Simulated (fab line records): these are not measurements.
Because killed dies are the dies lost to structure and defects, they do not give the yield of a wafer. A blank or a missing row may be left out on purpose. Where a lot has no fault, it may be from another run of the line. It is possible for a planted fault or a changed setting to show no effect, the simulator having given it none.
Split-lot experiment + flow n5-finfet + 21 wafers read across 7 lots, on a route 1938 steps long

== THE SPLIT ITSELF ==
At N5_SD_EPI_N_ETCH_16 (etches SiO2 in CHF3/O2, target depth 5 nm), the setting target-depth-a was moved away from the recipe's 50 angstrom on 6 of the 21 wafers read, by -10.9% to +12.1%. The other wafers ran this setting at the recipe's value.

The split's own step is where the reading is taken.

== THE READING ==
etch.depth-nm (the simulator's own value, which no gauge read), in nm, at N5_SD_EPI_N_ETCH_16 (etches SiO2 in CHF3/O2, target depth 5 nm). The file gives no usual value for it. The 15 wafers here that ran the recipe average 4.912 nm, standard deviation 0.11 nm.

| wafer  | tool, chamber at the split | target-depth-a as run, angstrom | against the recipe | etch.depth-nm, nm | against lot-mates on the recipe |
|--------|----------------------------|---------------------------------|--------------------|-------------------|---------------------------------|
| L077.3 | rie-diel-05, 2             | 50                              | recipe             | 5.07              | -                               |
| L077.5 | rie-diel-05, 3             | 50                              | recipe             | 4.855             | -                               |
| L077.6 | rie-diel-05, 2             | 56.05                           | +12.1%             | 5.707             | +0.744                          |
| L079.1 | rie-diel-02, 0             | 55.99                           | +12.0%             | 5.675             | +0.774                          |
| L079.2 | rie-diel-02, 1             | 50                              | recipe             | 4.94              | -                               |
| L079.4 | rie-diel-02, 2             | 50                              | recipe             | 4.861             | -                               |
| L084.2 | rie-diel-05, 3             | 50                              | recipe             | 4.755             | -                               |
| L084.4 | rie-diel-05, 1             | 50                              | recipe             | 4.842             | -                               |
| L084.6 | rie-diel-05, 3             | 50                              | recipe             | 4.744             | -                               |
| L087.1 | rie-diel-02, 3             | 50                              | recipe             | 5.016             | -                               |
| L087.4 | rie-diel-02, 0             | 46.77                           | -6.5%              | 4.691             | -0.325                          |
| L087.6 | rie-diel-02, 2             | 46.77                           | -6.5%              | 4.601             | -0.415                          |
| L089.1 | rie-diel-01, 2             | 50                              | recipe             | 4.989             | -                               |
| L089.4 | rie-diel-01, 3             | 55.19                           | +10.4%             | 5.522             | +0.538                          |
| L089.5 | rie-diel-01, 2             | 50                              | recipe             | 4.979             | -                               |
| L091.3 | rie-diel-05, 0             | 50                              | recipe             | 4.802             | -                               |
| L091.4 | rie-diel-05, 2             | 50                              | recipe             | 5.117             | -                               |
| L091.6 | rie-diel-05, 3             | 44.54                           | -10.9%             | 4.282             | -0.678                          |
| L097.2 | rie-diel-01, 0             | 50                              | recipe             | 4.871             | -                               |
| L097.4 | rie-diel-01, 3             | 50                              | recipe             | 4.98              | -                               |
| L097.6 | rie-diel-01, 0             | 50                              | recipe             | 4.855             | -                               |

FIT RESULTS
A straight line over all 21 wafers: etch.depth-nm changes by +0.0587 nm for each +1% of target-depth-a; r = +0.95; the points scatter about the line by 0.1 nm.
The same after taking each lot's own level away (the mean of its wafers on the recipe; 21 wafers): +0.06 nm for each +1%; r = +0.98; scatter 0.075 nm.
According to that fit, moving target-depth-a by its largest amount changes the reading by 0.73 nm.
Across the lots, their own levels run from 4.7803 to 5.0160 nm, a range of 2.2 times the standard deviation given above.
The two slopes agree, so the slope changes little with the lot-to-lot level.
Check: for one of the wafers moved furthest among these (+12.1%), held out of the fit, the line's prediction against its lot-mates is +0.72 nm. Against them it came out at +0.744 nm.

== ADDITIONAL SPLITS CARRIED BY THESE WAFERS ==
These wafers also went through other splits before the reading. Each is held against what the fit with the lots' levels taken away leaves over:
| other split on the same wafers | wafers away from the commonest value | r with etch.depth-nm (lot level and that fit taken away) |
|--------------------------------|--------------------------------------|----------------------------------------------------------|
| N5_WELL_APT_COAT_02 spin-rpm   | 8                                    | -0.33                                                    |
| N5_FIN_SAQP_HM_DEP_03 time-s   | 4                                    | +0.09                                                    |
| N5_FIN_SAQP_COAT_10 spin-rpm   | 7                                    | -0.28                                                    |

== THE FILE'S OWN FIT ==
etch.depth-nm changes by +0.0602 nm for each +1% of target-depth-a, r = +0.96.
